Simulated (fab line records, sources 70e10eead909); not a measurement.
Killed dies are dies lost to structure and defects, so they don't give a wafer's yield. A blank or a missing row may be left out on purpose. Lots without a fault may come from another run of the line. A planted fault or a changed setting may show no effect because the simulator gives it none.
Which tool did it? | flow nand_harc | 14 lots, 42 wafers sampled, at 5 steps of a route of 1302

WHAT THE GAUGES READ, wafer by wafer
NHARC_THIN_TSV_CD_MEAS_33: target cd 5000 nm.
lot  | measured     | on        | cd_nm (nm)
L693 | day 24 10:25 | cd_sem-03 | 4999.0 4997.9 5001.7
L696 | day 25 16:05 | cd_sem-03 | 4996.7 4997.4 4996.7
L694 | day 25 14:54 | cd_sem-01 | 5002.9 5003.2 5000.2
L695 | day 25 17:32 | cd_sem-02 | 4996.5 4998.1 5001.5
L697 | day 25 18:47 | cd_sem-01 | 5002.4 5001.2 5000.1
L698 | day 26 06:42 | cd_sem-03 | 4998.0 4999.6 4998.6
L699 | day 26 19:37 | cd_sem-02 | 5000.1 5001.7 4997.8
L700 | day 27 18:16 | cd_sem-01 | 5003.2 4998.9 4999.7
L701 | day 28 00:10 | cd_sem-03 | 4995.9 5001.0 4994.9
L706 | day 29 23:11 | cd_sem-03 | 4996.9 4998.0 4999.2
L709 | day 31 04:59 | cd_sem-03 | 5000.2 5000.2 5000.2
L712 | day 31 23:44 | cd_sem-03 | 5003.4 5001.3 4999.7
L714 | day 32 17:43 | cd_sem-01 | 5001.8 4998.4 5003.1
L715 | day 34 03:37 | cd_sem-01 | 5001.6 5000.9 5001.5

NHARC_END_SORT_01.
lot  | measured     | on        | killed_at_array | killed_at_other | killed_at_periphery | killed_dies | killed_open | killed_short
L706 | day 30 09:52 | prober-01 | 149 137 164     | 1 0 1           | 0 0 1               | 150 137 166 | 0 0 6       | 5 3 7
L709 | day 31 13:25 | prober-01 | 164 171 175     | 0 1 0           | 1 2 2               | 165 174 177 | 4 1 4       | 3 4 2

WHICH TOOL RAN EACH LOT (tool, then ch and the chambers of the sampled wafers, then the start)
lot  | NHARC_A_STAIRCASE_DEP_322       | NHARC_THIN_TSV_PRE_CLEAN_50             | NHARC_THIN_TSV_ETCH_36
L693 | pecvd-04 ch 0,2, day 18 11:08   | pvd_sputter-02, day 24 10:25 or earlier | rie_metal-01 ch 0,1, day 24 10:57
L696 | pecvd-02 ch 1,2, day 18 23:27   | pvd_sputter-02, day 25 16:05 or earlier | rie_metal-02 ch 1, day 25 16:50
L694 | pecvd-01 ch 0,2, day 18 23:32   | pvd_sputter-03, day 25 14:54 or earlier | rie_metal-03 ch 0,1, day 25 15:26
L695 | pecvd-04 ch 0,1,2, day 18 23:44 | pvd_sputter-03, day 25 17:32 or earlier | rie_metal-01 ch 0,1, day 25 18:04
L697 | pecvd-01 ch 0,1,2, day 19 21:05 | pvd_sputter-03, day 25 18:47 or earlier | rie_metal-02 ch 1, day 25 19:33
L698 | pecvd-01 ch 0,1,2, day 20 09:58 | pvd_sputter-02, day 26 06:42 or earlier | rie_metal-03 ch 0,1, day 26 07:15
L699 | pecvd-02 ch 1,2, day 20 21:56   | pvd_sputter-02, day 26 19:37 or earlier | rie_metal-01 ch 0,1, day 26 20:11
L700 | pecvd-01 ch 0,1,2, day 21 11:43 | pvd_sputter-03, day 27 18:16 or earlier | rie_metal-01 ch 0,1, day 27 18:49
L701 | pecvd-04 ch 1,2, day 22 05:52   | pvd_sputter-01, day 28 00:10 or earlier | rie_metal-02 ch 0,1, day 28 00:43
L706 | pecvd-04 ch 1,2, day 24 05:46   | pvd_sputter-03, day 29 23:11 or earlier | rie_metal-03 ch 0,1, day 29 23:44
L709 | pecvd-04 ch 1,2, day 25 04:10   | pvd_sputter-01, day 31 04:59 or earlier | rie_metal-02 ch 0,1, day 31 05:33
L712 | pecvd-01 ch 0,1,2, day 26 00:28 | pvd_sputter-02, day 31 23:44 or earlier | rie_metal-01 ch 0, day 32 00:16
L714 | pecvd-02 ch 0,1, day 26 22:15   | pvd_sputter-02, day 32 17:43 or earlier | rie_metal-01 ch 0,1, day 32 18:16
L715 | pecvd-04 ch 1,2, day 28 04:46   | pvd_sputter-02, day 34 03:37 or earlier | rie_metal-02 ch 0,1, day 34 04:11
- NHARC_A_STAIRCASE_DEP_322: deposits SiO2, target thk 7200 nm.
- NHARC_THIN_TSV_PRE_CLEAN_50: time 30 s.
- NHARC_THIN_TSV_ETCH_36: etches the open film in Cl2/BCl3, target depth 65 nm, time 18.571 s.

WHAT THE TOOLS THEMSELVES READ (means of the sampled wafers that have a number; where no wafer has one, the mark that the record gives instead)
NHARC_A_STAIRCASE_DEP_322.
lot  | tool     | heater_power_w (W)
L693 | pecvd-04 | 614
L696 | pecvd-02 | 628
L694 | pecvd-01 | 666
L695 | pecvd-04 | 608
L697 | pecvd-01 | 650
L698 | pecvd-01 | 646
L699 | pecvd-02 | 612
L700 | pecvd-01 | 632
L701 | pecvd-04 | 597
L706 | pecvd-04 | 602
L709 | pecvd-04 | 563
L712 | pecvd-01 | 611
L714 | pecvd-02 | 673
L715 | pecvd-04 | 551

NHARC_THIN_TSV_PRE_CLEAN_50.
lot  | tool           | heater_power_w (W)
L693 | pvd_sputter-02 | 453
L696 | pvd_sputter-02 | 447
L694 | pvd_sputter-03 | 388
L695 | pvd_sputter-03 | 442
L697 | pvd_sputter-03 | 421
L698 | pvd_sputter-02 | 448
L699 | pvd_sputter-02 | 411
L700 | pvd_sputter-03 | 419
L701 | pvd_sputter-01 | 382
L706 | pvd_sputter-03 | 471
L709 | pvd_sputter-01 | 344
L712 | pvd_sputter-02 | 455
L714 | pvd_sputter-02 | 496
L715 | pvd_sputter-02 | 457

NHARC_THIN_TSV_ETCH_36.
lot  | tool         | chamber_pressure_mTorr (mTorr) | drypump_motor_current_A (A) | oes_product_au (a.u.)
L693 | rie_metal-01 | 10.003                         | 5.3                         | 1.009
L696 | rie_metal-02 | 10.003                         | 5.9                         | 1.001
L694 | rie_metal-03 | 10.006                         | 5.1                         | 1.002
L695 | rie_metal-01 | 10.011                         | 5.3                         | 1.001
L697 | rie_metal-02 | 9.987                          | 5.9                         | 1.004
L698 | rie_metal-03 | 10.000                         | 5.1                         | 1.000
L699 | rie_metal-01 | 9.991                          | 5.2                         | 1.001
L700 | rie_metal-01 | 9.995                          | 5.3                         | 1.004
L701 | rie_metal-02 | 9.995                          | 5.6                         | 1.011
L706 | rie_metal-03 | 9.998                          | 5.0                         | 1.000
L709 | rie_metal-02 | 10.000                         | 5.6                         | 1.010
L712 | rie_metal-01 | 10.004                         | 5.4                         | 0.997
L714 | rie_metal-01 | 10.009                         | 5.3                         | 1.006
L715 | rie_metal-02 | 10.002                         | 5.8                         | 0.999

THE ANSWER, worked out from the rows above alone
Rule: what is usual is taken from the lots themselves. Put in order of their means at a reading, lots are off if they are a third of the lots or fewer, leave a main group of 4 or more, and stand apart from it by a gap of 3 or more times the standard deviation of the main group's means; of several such gaps the widest counts. A main group whose means are all the same, to the digits that the tables above print for the reading, isn't used. A lot without any number at a reading at which 4 lots or more have one is off too. The other lots that the step has rows for count as sound. The gauges are gone through in route order, then the tools' own readings, and for those a lot's mean is taken as printed above. The first step at which some lot is off is used, and at that step the reading that is off furthest; a lot without a number counts as furthest.
No lot is off at any reading shown: from this, nothing can be told.

WHAT THE SIMULATOR HAD PUT IN
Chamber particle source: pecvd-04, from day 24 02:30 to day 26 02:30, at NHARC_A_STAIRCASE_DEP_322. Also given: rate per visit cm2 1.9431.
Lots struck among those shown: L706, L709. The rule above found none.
